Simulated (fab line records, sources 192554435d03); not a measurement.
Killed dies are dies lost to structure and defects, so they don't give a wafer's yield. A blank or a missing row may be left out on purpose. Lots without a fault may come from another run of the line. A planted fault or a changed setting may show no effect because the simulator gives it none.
Chamber matching | flow n5_finfet | N5_BEOL_M3_ILD_DEP_00 on pecvd-01: 3 sister chambers
The step deposits SiOC from DEMS/O2, target thk 79 nm, time 15.3 s. 3 wafers are shown with their chamber, then 8 later ones without.

WAFERS WITH THEIR CHAMBER
wafer  | chamber | showerhead_vpp_V (V)
L087.2 | 1       | 1268
L087.5 | 0       | 1426
L086.2 | 2       | 1401

WAFERS WITHOUT THEIR CHAMBER
wafer  | showerhead_vpp_V (V)
L086.4 | 1402
L086.5 | 1281
L088.2 | 1393
L088.3 | 1381
L088.6 | 1407
L094.1 | 1428
L094.3 | 1422
L094.4 | 1443

WHICH CHAMBER EACH WENT THROUGH
wafer  | from the rows above     | in truth
L086.4 | 2                       | 2
L086.5 | 1                       | 1
L088.2 | 2                       | 2
L088.3 | 2                       | 2
L088.6 | can't be placed: 2 or 0 | 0
L094.1 | 0                       | 0
L094.3 | can't be placed: 0 or 2 | 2
L094.4 | 0                       | 0
Placed correctly: 6 of 8. Can't be placed from these rows: 2 (the true chamber is among the candidates in 2). Placed wrongly: 0.
How it was worked out, from the rows above alone: a wafer's distance from a chamber is the root of the sum, over the readings, of the square of ((its reading less the chamber's mean) divided by the reading's scatter). The wafer belongs to the nearest chamber; if the next one is less than 2 further off, it can't be placed. A chamber's mean is the mean of its shown wafers. The scatter: with one shown wafer a chamber, the root of the mean of the squares of how far each hidden wafer lies from its nearest shown one.
